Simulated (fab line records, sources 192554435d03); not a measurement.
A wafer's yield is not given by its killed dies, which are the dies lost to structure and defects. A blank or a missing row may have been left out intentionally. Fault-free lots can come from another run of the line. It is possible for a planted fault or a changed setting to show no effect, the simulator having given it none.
Split-lot experiment    flow n5_finfet    on a route of 1938 steps: 7 lots, 21 wafers read

THE SPLIT
At N5_GATE_CUT_COAT_27 (time 60 s, resist thk 10 nm), the setting spin_rpm was moved away from the recipe's 1500 rpm on 6 of the 21 wafers read, by -10.1% to +11.1%. This setting was run at the recipe's value on the other wafers.

FROM THE SPLIT TO THE READING: what the file shows between them, 4 steps
- N5_GATE_CUT_COAT_07: resist thk 30 nm
- N5_GATE_CUT_EBR_09
- N5_GATE_CUT_DESCUM_18: chemistry O2, time 7 s
- N5_GATE_CUT_ETCH_28: etches underlayer in N2/H2, target depth 13 nm, time 10.4 s

THE READING
CAR-EUV_of_GATE_CUT_COAT_07.thk_nm (the simulator's own value, which no gauge read), in nm, at N5_GATE_CUT_ETCH_36 (etches SiARC in CF4, target depth 13 nm, time 21.7 s). There is no usual value for it anywhere in the file.

wafer   tool, chamber at the split  spin_rpm as run, rpm  against the recipe  CAR-EUV_of_GATE_CUT_COAT_07.thk_nm, nm  against lot-mates on the recipe
L074.1  litho_track-01, 0           1500                  recipe              7                                       -
L074.3  litho_track-01, 0           1500                  recipe              7                                       -
L074.4  litho_track-01, 0           1500                  recipe              7                                       -
L076.1  litho_track-05, 0           1500                  recipe              7                                       -
L076.3  litho_track-05, 0           1500                  recipe              7                                       -
L076.6  litho_track-05, 0           1353                  -9.8%               6.4                                     -0.6
L077.1  litho_track-05, 0           1500                  recipe              7                                       -
L077.4  litho_track-05, 0           1500                  recipe              7                                       -
L077.5  litho_track-05, 0           1349                  -10.1%              6.4                                     -0.6
L086.1  litho_track-01, 0           1500                  recipe              7                                       -
L086.5  litho_track-01, 0           1500                  recipe              7                                       -
L086.6  litho_track-01, 0           1422                  -5.2%               6.6                                     -0.4
L088.1  litho_track-01, 0           1500                  recipe              7                                       -
L088.3  litho_track-01, 0           1500                  recipe              7                                       -
L088.6  litho_track-01, 0           1666                  +11.1%              7.6                                     +0.6
L094.1  litho_track-05, 0           1500                  recipe              7                                       -
L094.4  litho_track-05, 0           1500                  recipe              7                                       -
L094.5  litho_track-05, 0           1500                  recipe              7                                       -
L096.1  litho_track-05, 0           1573                  +4.9%               7.2                                     +0.2
L096.3  litho_track-05, 0           1573                  +4.9%               7.4                                     +0.4
L096.6  litho_track-05, 0           1500                  recipe              7                                       -

THE FIT
A straight line over all 21 wafers: CAR-EUV_of_GATE_CUT_COAT_07.thk_nm changes by +0.0597 nm for each +1% of spin_rpm; r = +0.99; the points scatter about the line by 0.04 nm.
The same after taking each lot's own level away (the mean of its wafers on the recipe; 21 wafers): +0.0597 nm for each +1%; r = +0.99; scatter 0.04 nm.
According to that fit, moving spin_rpm by its largest amount changes the reading by 0.66 nm.
The lots' own levels span 7.00 to 7.00 nm.
Consequently the slope shifts little with the lot-to-lot level, the two slopes agreeing.
Check: with one of the wafers moved furthest among these (+11.1%) left out of the fit, the line predicts +0.685 nm for it against its lot-mates. Against them it came out at +0.6 nm.

THESE WAFERS: OTHER SPLITS
Note: prior to the reading, these wafers also went through further splits. Each is held against what the fit with the lots' levels taken away leaves over:
other split on the same wafers    wafers away from the commonest value  r with CAR-EUV_of_GATE_CUT_COAT_07.thk_nm (lot level and that fit taken away)
N5_SD_EPI_N_EPI_21 temp_c         8                                     -0.18
N5_HKMG_FIN_HK_ALD_01 ald_cycles  6                                     -0.19
N5_HKMG_FIN_ETCH_35 time_s        8                                     +0.08

THE WHOLE CHAIN: every reading that the file lists as answering this split, in the file's order
step                 what it does                                                 reading                                                                                 change (the file's fit)                 r (the file's)
N5_GATE_CUT_COAT_27  time 60 s, resist thk 10 nm                                  underlayer_of_GATE_CUT_COAT_27.thk_nm (the simulator's own value, which no gauge read)  -0.0555 nm for each +1% of the setting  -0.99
N5_GATE_CUT_ETCH_28  etches underlayer in N2/H2, target depth 13 nm, time 10.4 s  etch_rf_on_time_s                                                                       withheld for each +1% of the setting    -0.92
N5_GATE_CUT_ETCH_28  etches underlayer in N2/H2, target depth 13 nm, time 10.4 s  CAR-EUV_of_GATE_CUT_COAT_07.thk_nm (the simulator's own value, which no gauge read)     +0.058 nm for each +1% of the setting   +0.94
N5_GATE_CUT_ETCH_28  etches underlayer in N2/H2, target depth 13 nm, time 10.4 s  etch.depth_nm (the simulator's own value, which no gauge read)                          -0.051 nm for each +1% of the setting   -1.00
N5_GATE_CUT_ETCH_36  etches SiARC in CF4, target depth 13 nm, time 21.7 s         CAR-EUV_of_GATE_CUT_COAT_07.thk_nm (the simulator's own value, which no gauge read)     +0.0596 nm for each +1% of the setting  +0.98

THE FILE'S OWN FIT
CAR-EUV_of_GATE_CUT_COAT_07.thk_nm changes by +0.0596 nm for each +1% of spin_rpm, r = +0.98.
